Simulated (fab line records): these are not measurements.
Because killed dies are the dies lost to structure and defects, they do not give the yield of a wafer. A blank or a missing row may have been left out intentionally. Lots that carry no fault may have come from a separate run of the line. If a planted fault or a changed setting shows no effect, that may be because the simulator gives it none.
fab line records -- flow n5-finfet
record: lots: 6, wafers: 17, last-day: 16
route steps=1938 shown STI_FIN_REVEAL@186 BEOL_M4@1111
lots that met no fault: from a run of the same line without faults
start-h: the number of hours between the record's first day and the start of the first shown wafer of the lot -- wait-h: hours elapsed since this lot's preceding step -- " the same as in the row above -- L1.1+2: one row covering several wafers at once -- - no value, or no start was given -- * or withheld: withheld -- < > ~ a bound
route shown NAME@n: NAME is a module with steps in the file, n the number in the route of the first one -- usual: mean/standard deviation taken from wafers without a fault -- same: alike in all rows -- chamber/n: place in a boat -- sites: per-site readings -- _std_site: their standard deviation -- _edge_site: inner sites' mean taken away from outer sites' mean -- radius-mm: for every site, how far away it sits from the centre of the wafer -- mask NAME#n: copy n -- behind: tool/chamber where the wafer was last shaped -- hold: what put the lot on hold/how long, in hours/how the hold closed -- device: transistor that didn't switch, given as n, p or np -- end of line: tests of these same wafers at the route's end -- a step with no rows: only its recipe -- killed: count of dies lost to structure and defects at first sort (not the wafer's yield) -- map: a wafer's dies, x killed, . not, _ none there
set.NAME: the run value of the setting; set.NAME@STEP: its run value at that earlier step -- model.NAME: the simulator's own value behind a step, which no gauge read
lots at some steps of the route; a table a step, a row a wafer
services: a tool's chamber out of use, with start hour (start-h, from the record's first day; less than 0 if before it), hours out, and reason
== steps ==
step: N5_STI_FIN_REVEAL_DENSIFY_02
recipe: temp-c: 650, ambient: steam, time-s: 1800, idle-temp-c: 400, densification-p-h2o-torr: 640
step: N5_STI_FIN_REVEAL_CMP_04
recipe: stop-on: Si3N4, t-overpolish-s: 4, down-force-psi: 2, platen-rpm: 54.18, post-cmp-clean: alkaline-brush, pad-velocity-m-s: 1.078, target-thk-nm: 131.83
step: N5_STI_FIN_REVEAL_THK_MEAS_05
usual: thk-nm: 131.7/1.2
lot.wafer,tool,chamber,start-h,wait-h,thk-nm
L944.1,film-metro-02,-,65.03,-,132.6
L944.2,film-metro-02,-,65.03,-,130.5
L944.5,film-metro-02,-,65.03,-,131.3
L945.2,film-metro-01,-,71.11,-,130.9
L945.3,film-metro-01,-,71.11,-,132.5
L945.6,film-metro-01,-,71.11,-,131.9
L951.2,film-metro-01,-,107.30,-,130.8
L951.6,film-metro-01,-,107.30,-,132.9
L952.1,film-metro-02,-,112.64,-,131.9
L952.3,film-metro-02,-,112.64,-,130.3
L952.4,film-metro-02,-,112.64,-,130.9
L955.1,film-metro-01,-,133.33,-,132.2
L955.3,film-metro-01,-,133.33,-,131.8
L955.5,film-metro-01,-,133.33,-,131.5
L958.3,film-metro-01,-,147.16,-,131.5
L958.4,film-metro-01,-,147.16,-,131.9
L958.6,film-metro-01,-,147.16,-,130.2
step: N5_STI_FIN_REVEAL_DENSIFY_30
recipe: temp-c: *, time-s: *, ambient: N2, idle-temp-c: 600, ramp-up-c-per-s: 150, ramp-down-c-per-s: 60, cool-to-c: 600
usual: lamp-power-pct: 11.53/0.056, lamp_zone_5_pct: 11.534/0.018, wafer_temp_C_max: *
lot.wafer,tool,chamber,start-h,wait-h,lamp-power-pct,lamp_zone_5_pct,wafer_temp_C_max
L944.1,rtp-anneal-02,0,65.06,0.0,11.54,11.523,*
L944.2,rtp-anneal-02,0,65.06,0.0,11.57,11.533,*
L944.5,rtp-anneal-02,0,65.06,0.0,11.48,11.558,*
L945.2,rtp-anneal-02,0,71.16,0.1,11.48,11.500,*
L945.3,rtp-anneal-02,0,71.16,0.1,11.52,11.565,*
L945.6,rtp-anneal-02,0,71.16,0.1,11.57,11.530,*
L951.2,rtp-anneal-01,0,107.36,0.1,11.50,11.511,*
L951.6,rtp-anneal-01,0,107.36,0.1,11.53,11.554,*
L952.1,rtp-anneal-02,0,112.86,0.2,11.57,11.545,*
L952.3,rtp-anneal-02,0,112.86,0.2,11.53,11.544,*
L952.4,rtp-anneal-02,0,112.86,0.2,11.55,11.526,*
L955.1,rtp-anneal-01,0,133.36,0.0,11.50,11.553,*
L955.3,rtp-anneal-01,0,133.36,0.0,11.45,11.527,*
L955.5,rtp-anneal-01,0,133.36,0.0,11.43,11.531,*
L958.3,rtp-anneal-01,0,147.26,0.1,11.49,11.522,*
L958.4,rtp-anneal-01,0,147.26,0.1,11.67,11.535,*
L958.6,rtp-anneal-01,0,147.26,0.1,11.59,11.509,*
step: N5_STI_FIN_REVEAL_ETCHBACK_08
recipe: chemistry: C4F6/O2, target: SiO2, target-depth-a: 305, time-s: 10.167, ion-energy-ev: 250, pressure-mtorr: 30, source-w: 345, bias-w: 185, Ar_flow_sccm: 300, C4F6_flow_sccm: 10, O2_flow_sccm: 10
usual: C4F6_flow_sccm: 9.996/0.028, drypump-motor-current-A: 5.8/0.39, oes_f_703_au: 0.77/0.087, oes-product-au: 0.77/0.087, rf-fwd-power-W: 341.0/1.7, rf-vpp-V: 667/15, showerhead-plenum-p-Torr: 2.84/0.1, throttle-valve-pct: 21.14/0.27
lot.wafer,tool,chamber,start-h,wait-h,C4F6_flow_sccm,drypump-motor-current-A,oes_f_703_au,oes-product-au,rf-fwd-power-W,rf-hours-counter-h,rf-vpp-V,showerhead-plenum-p-Torr,throttle-valve-pct
L944.1,rie-diel-05,3,65.34,0.2,10.035,5.7,0.75,0.74,340.6,176,674,2.82,21.00
L944.2,rie-diel-05,0,65.34,0.2,9.992,6.6,0.84,0.85,342.5,63,673,3.00,21.14
L944.5,rie-diel-05,3,65.34,0.2,10.006,5.7,0.75,0.74,341.5,-,675,2.82,21.00
L945.2,rie-diel-05,1,71.35,0.2,9.955,5.6,0.70,0.75,341.1,166,675,2.72,21.02
L945.3,rie-diel-05,2,71.35,0.2,9.954,5.1,0.67,0.67,339.3,244,645,2.71,21.21
L945.6,rie-diel-05,1,71.35,0.2,9.969,5.6,0.70,0.73,341.6,-,675,2.72,21.02
L951.2,rie-diel-03,2,107.54,0.2,9.994,5.9,0.69,0.69,340.3,211,645,2.72,21.05
L951.6,rie-diel-03,1,107.54,0.2,10.003,5.8,0.93,0.94,342.1,-,672,2.88,21.04
L952.1,rie-diel-04,2,113.08,0.2,9.989,5.5,0.74,0.75,336.9,158,688,2.73,21.08
L952.3,rie-diel-04,3,113.08,0.2,9.993,5.7,0.72,0.70,343.7,226,674,2.91,21.26
L952.4,rie-diel-04,1,113.08,0.2,10.015,6.1,0.88,0.89,340.6,37,671,2.90,20.95
L955.1,rie-diel-05,3,133.57,0.2,9.974,5.7,0.73,0.70,337.6,203,673,2.81,21.02
L955.3,rie-diel-05,1,133.57,0.2,9.994,5.6,0.69,0.71,340.8,190,676,2.71,21.05
L955.5,rie-diel-05,1,133.57,0.2,9.970,5.6,0.68,0.71,341.2,-,675,2.71,21.05
L958.3,rie-diel-04,2,147.41,0.1,10.011,5.4,0.73,0.73,337.9,170,687,2.72,21.08
L958.4,rie-diel-04,1,147.41,0.1,9.996,6.1,0.86,0.87,342.1,50,671,2.89,20.97
L958.6,rie-diel-04,1,147.41,0.1,10.012,6.1,0.86,0.87,341.0,-,670,2.89,20.96
step: N5_STI_FIN_REVEAL_STRIP_24
recipe: chemistry: N2/H2, time-s: 90, power-w: 100, temp-c: 40, pressure-mtorr: 100, rf-frequency-hz: 6e+07, bias-power-w: 3, n2-flow-sccm: 300, h2-flow-sccm: 300
usual: drypump-motor-current-A: 5.8/0.39, oes-product-au: 0.76/0.087, rf-vpp-V: 45.3/0.94, showerhead-plenum-p-Torr: 3.37/0.12, temp-c: 39.97/0.11, throttle-valve-pct: 12.22/0.24
lot.wafer,tool,chamber,start-h,wait-h,drypump-motor-current-A,oes-product-au,rf-hours-counter-h,rf-vpp-V,showerhead-plenum-p-Torr,temp-c,throttle-valve-pct
L944.1,rie-diel-05,3,65.37,0.0,5.7,0.72,176,44.6,3.36,40.04,12.15
L944.2,rie-diel-05,0,65.37,0.0,6.6,0.86,63,45.8,3.57,40.03,12.14
L944.5,rie-diel-05,3,65.37,0.0,5.7,0.73,-,44.5,3.36,40.03,12.16
L945.2,rie-diel-05,1,71.38,0.0,5.6,0.74,166,46.3,3.23,39.97,12.18
L945.3,rie-diel-05,2,71.38,0.0,5.1,0.66,244,43.6,3.21,39.91,12.42
L945.6,rie-diel-05,1,71.38,0.0,5.6,0.74,-,44.2,3.23,40.16,12.20
L951.2,rie-diel-03,2,107.58,0.0,5.9,0.71,211,45.8,3.20,40.23,12.13
L951.6,rie-diel-03,1,107.58,0.0,5.8,0.93,-,45.7,3.47,39.94,12.19
L952.1,rie-diel-04,2,113.11,0.0,5.5,0.75,158,45.7,3.25,39.87,12.21
L952.3,rie-diel-04,3,113.11,0.0,5.7,0.70,226,45.8,3.47,40.08,12.43
L952.4,rie-diel-04,1,113.11,0.0,6.1,0.89,37,47.0,3.45,39.93,11.90
L955.1,rie-diel-05,3,133.61,0.0,5.7,0.70,203,46.6,3.34,39.87,12.21
L955.3,rie-diel-05,1,133.61,0.0,5.6,0.71,190,44.8,3.22,39.92,12.23
L955.5,rie-diel-05,1,133.61,0.0,5.6,0.72,-,44.5,3.22,40.04,12.25
L958.3,rie-diel-04,2,147.45,0.0,5.5,0.73,170,45.1,3.24,39.88,12.23
L958.4,rie-diel-04,1,147.45,0.0,6.1,0.86,50,47.3,3.44,39.99,11.92
L958.6,rie-diel-04,1,147.45,0.0,6.1,0.86,-,45.0,3.44,39.92,11.94
step: N5_STI_FIN_REVEAL_PRECLEAN_25
recipe: chemistry: SPM, time-s: 90, temp-c: 120, mix: 4:1
step: N5_STI_FIN_REVEAL_PRECLEAN_26
recipe: chemistry: SC1, time-s: 45, temp-c: 46, mix: 1:2:100
step: N5_STI_FIN_REVEAL_PRECLEAN_29
recipe: chemistry: DHF, time-s: 30, temp-c: 25, dilution: 300:1
step: N5_STI_FIN_REVEAL_SRD_12
recipe: time-s: 30, temp-c: 23, rinse-liquid: diw, dry: ipa-marangoni
step: N5_STI_FIN_REVEAL_RECESS_09
recipe: chemistry: HF/NH3, target: SiO2, afs-cycles: 11, target-depth-a: 425, temp-c: 30, sublimation-temp-c: 180, sublimation-time-s: 60
usual: drypump-motor-current-A: 5.95/0.28, temp-c: 29.98/0.1
lot.wafer,tool,chamber,start-h,wait-h,drypump-motor-current-A,temp-c
L944.1,vapor-etch-02,1,65.59,0.0,5.66,30.02
L944.2,vapor-etch-02,0,65.59,0.0,6.40,29.97
L944.5,vapor-etch-02,1,66.65,1.1,5.69,29.95
L945.2,vapor-etch-01,0,71.60,0.0,5.77,29.91
L945.3,vapor-etch-01,1,71.60,0.0,5.99,29.91
L945.6,vapor-etch-01,1,71.60,0.0,5.99,29.72
L951.2,vapor-etch-02,1,107.79,0.0,5.65,29.92
L951.6,vapor-etch-02,0,108.85,1.1,6.39,30.04
L952.1,vapor-etch-01,1,113.33,0.0,5.98,29.91
L952.3,vapor-etch-01,0,113.33,0.0,5.76,30.07
L952.4,vapor-etch-01,1,113.33,0.0,5.99,30.01
L955.1,vapor-etch-01,1,133.82,0.0,5.98,30.31
L955.3,vapor-etch-01,0,133.82,0.0,5.77,29.89
L955.5,vapor-etch-01,1,133.82,0.0,5.98,30.04
L958.3,vapor-etch-01,0,148.19,0.6,5.80,29.98
L958.4,vapor-etch-01,1,148.19,0.6,6.00,30.06
L958.6,vapor-etch-01,1,148.19,0.6,5.98,30.02
step: N5_STI_FIN_REVEAL_STRIP_16
recipe: chemistry: H3PO4, material: SiNx, temp-c: 165, target-depth-a: 238, overetch-fraction: 0.4964, dry: ipa-marangoni
step: N5_STI_FIN_REVEAL_PRECLEAN_17
recipe: chemistry: NF3:NH3, afs-cycles: 1, temp-c: 30, time-s: 20, sublimation-temp-c: 180, sublimation-time-s: 60, pressure-torr: 3, rf-power-w: 30
usual: temp-c: 30.01/0.1, time-s: 20/0
lot.wafer,tool,chamber,start-h,wait-h,temp-c,time-s
L944.1,remote-plasma-02,0,67.50,0.0,30.14,20
L944.2,remote-plasma-02,0,67.50,0.0,29.99,20
L944.5,remote-plasma-02,0,67.50,0.0,30.00,20
L945.2,remote-plasma-02,0,73.51,0.1,30.11,20
L945.3,remote-plasma-02,0,73.51,0.1,30.18,20
L945.6,remote-plasma-02,0,73.51,0.1,30.09,20
L951.2,remote-plasma-02,0,109.72,0.1,29.97,20
L951.6,remote-plasma-02,0,109.72,0.1,29.95,21.121
L952.1,remote-plasma-02,1,115.75,0.0,30.03,20
L952.3,remote-plasma-02,1,115.75,0.0,30.17,20
L952.4,remote-plasma-02,1,115.75,0.0,30.13,21.121
L955.1,remote-plasma-01,0,135.72,0.0,30.22,20
L955.3,remote-plasma-01,0,135.72,0.0,30.01,20
L955.5,remote-plasma-01,0,135.72,0.0,29.92,20
L958.3,remote-plasma-01,1,149.61,0.1,29.97,20
L958.4,remote-plasma-01,1,149.61,0.1,30.07,20
L958.6,remote-plasma-01,1,149.61,0.1,30.08,20
step: N5_STI_FIN_REVEAL_ETCH_34
recipe: chemistry: H2, mode: isotropic, material: Si, target: Si, target-depth-a: 9.7, temp-c: 20, pressure-mtorr: 4.5, icp-w: 300, bias-w: 0, h2-flow-sccm: 7.5, he-flow-sccm: 142.5
usual: drypump-motor-current-A: 5.6/0.34, oes-product-au: 1.004/0.014, rf-fwd-power-W: 297.0/1.1, temp-c: 19.99/0.11, throttle-valve-pct: 26.0/0.33
lot.wafer,tool,chamber,start-h,wait-h,drypump-motor-current-A,oes-product-au,rf-fwd-power-W,rf-hours-counter-h,temp-c,throttle-valve-pct
L944.1,rie-si-05,3,67.71,0.2,5.2,1.004,299.1,78,19.91,25.7
L944.2,rie-si-05,2,67.71,0.2,5.5,1.023,296.2,113,19.96,25.9
L944.5,rie-si-05,0,67.71,0.2,6.1,0.986,297.1,-,19.78,26.4
L945.2,rie-si-02,3,73.69,0.1,5.6,1.002,297.0,1,19.85,25.6
L945.3,rie-si-02,0,73.69,0.1,5.3,1.022,297.0,198,19.88,26.6
L945.6,rie-si-02,0,73.69,0.1,5.3,1.010,297.9,-,20.08,26.6
L951.2,rie-si-03,2,109.89,0.1,5.3,0.979,296.6,9,19.96,26.2
L951.6,rie-si-03,2,109.89,0.1,5.3,0.999,296.3,-,19.92,26.2
L952.1,rie-si-05,2,115.95,0.2,5.5,1.021,296.5,114,19.94,25.9
L952.3,rie-si-05,0,115.95,0.2,6.1,0.998,296.6,9,19.97,26.4
L952.4,rie-si-05,3,115.95,0.2,5.2,1.006,297.9,79,19.75,25.7
L955.1,rie-si-03,2,135.93,0.2,5.3,0.990,296.4,9,20.17,26.2
L955.3,rie-si-03,3,135.93,0.2,6.0,1.001,298.5,9,20.15,25.6
L955.5,rie-si-03,3,135.93,0.2,6.0,1.003,295.8,-,20.03,25.6
L958.3,rie-si-02,0,149.75,0.1,5.3,0.992,296.8,0,19.95,26.1
L958.4,rie-si-02,2,149.75,0.1,5.8,0.998,298.6,7,19.97,26.7
L958.6,rie-si-02,2,149.75,0.1,5.8,1.002,299.1,-,20.20,26.7
step: N5_BEOL_M4_RC_MEAS_101
usual: DIBL_N: 36.5/1.8, DIBL_P: 36.5/2.1, IOFF_N: 0.17/0.031, IOFF_P: 0.22/0.036, ION_N: 677/11, ION_P: 463/8, SS_N: 71.6/0.61, SS_P: 73.3/0.63, VT_N: 249/3.1, VT_P: -250/3.3
lot.wafer,tool,chamber,start-h,wait-h,DIBL_N[mV/V],DIBL_P[mV/V],IOFF_N[nA/um],IOFF_P[nA/um],ION_N[uA/um],ION_P[uA/um],SS_N[mV/dec],SS_P[mV/dec],VT_N[mV],VT_P[mV]
L944.1,prober-01,0,201.93,0.0,35.5,35.4,0.14,0.20,675,466,70.5,72.9,250,-250
L944.2,prober-01,0,201.93,0.0,35.4,34.3,0.14,0.20,667,468,71.3,72.9,249,-248
L944.5,prober-01,0,201.93,0.0,36.8,37.7,0.18,0.24,687,473,72.2,73.5,247,-247
L945.2,prober-02,0,212.41,0.2,38.8,40.8,0.22,0.30,697,477,72.2,74.5,243,-243
L945.3,prober-02,0,212.41,0.2,34.9,35.1,0.14,0.18,677,463,71.1,72.5,252,-249
L945.6,prober-02,0,212.41,0.2,36.1,37.0,0.16,0.21,683,469,71.5,73.2,248,-251
L951.2,prober-01,0,243.56,0.2,34.8,32.6,0.13,0.19,643,445,71.8,71.8,253,-253
L951.6,prober-01,0,243.56,0.2,36.0,34.3,0.15,0.21,671,460,71.9,73.1,251,-251
L952.1,prober-02,0,247.44,0.0,38.2,39.1,0.18,0.22,683,463,71.7,74.0,247,-251
L952.3,prober-02,0,247.44,0.0,36.5,37.7,0.17,0.20,686,466,71.3,72.8,247,-253
L952.4,prober-02,0,247.44,0.0,37.3,38.5,0.18,0.22,701,469,71.8,74.9,246,-252
L955.1,prober-01,0,271.46,0.0,39.1,40.1,0.22,0.27,694,472,72.0,74.2,244,-249
L955.3,prober-01,0,271.46,0.0,36.1,36.4,0.15,0.20,671,461,71.2,72.8,250,-251
L955.5,prober-01,0,271.46,0.0,37.0,36.9,0.16,0.21,677,463,71.9,72.8,251,-249
L958.3,prober-02,0,274.69,0.3,35.1,35.4,0.16,0.24,679,476,71.7,71.9,248,-245
L958.4,prober-02,0,274.69,0.3,36.8,37.8,0.19,0.28,698,484,71.9,73.7,244,-242
L958.6,prober-02,0,274.69,0.3,38.2,40.1,0.24,0.35,709,494,72.1,73.6,243,-240
== services ==
tool,chamber,start-h,hours,kind
rie-si-02,-,53.08,14.6,pm
rie-diel-04,2,53.58,6.0,repair
rie-si-02,-,67.68,2.8,pm
rie-si-03,3,76.56,1.9,repair
rie-diel-03,1,79.73,-,clean
rie-diel-03,1,79.73,-,consumable-replace:focus-ring
rie-diel-03,1,79.73,17.7,scheduled-down
rie-diel-03,1,79.73,17.7,vent-cycle
rtp-anneal-01,-,80.18,3.8,pm
rie-diel-05,2,91.55,11.1,repair
remote-plasma-02,-,102.21,0.5,repair
rie-diel-05,2,102.69,-,clean
rie-diel-05,2,102.69,-,consumable-replace:focus-ring
rie-diel-05,2,102.69,-,consumable-replace:showerhead
rie-diel-05,2,102.69,17.7,scheduled-down
rie-diel-05,2,102.69,17.7,vent-cycle
rie-si-02,0,111.82,-,clean
rie-si-02,0,111.82,17.1,scheduled-down
rie-si-02,0,111.82,17.1,vent-cycle
rie-si-05,0,116.44,2.3,repair
rie-diel-03,-,118.04,2.8,pm
rie-diel-04,2,122.02,1.8,repair
vapor-etch-02,1,124.84,0.8,repair
vapor-etch-02,0,141.99,2.5,repair
== key ==
first-sign: step: N5_STI_FIN_REVEAL_PRECLEAN_17, reading: time-s, direction: up, sigmas: 99+, usual: *, struck: *
effect none on later readings
met-at N5_STI_FIN_REVEAL_PRECLEAN_17
struck-wafers L951.6,L952.4
onset-between 73.51 109.72
fault: kind: process-parameter-drift, tool: remote-plasma-02, chamber: -, onset-h: 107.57, steps: N5_STI_FIN_REVEAL_PRECLEAN_17, channel: time-s, offset: *, shape: step, end-h: 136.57, scope: struck-wafers-only, acts-in: *, stated: *
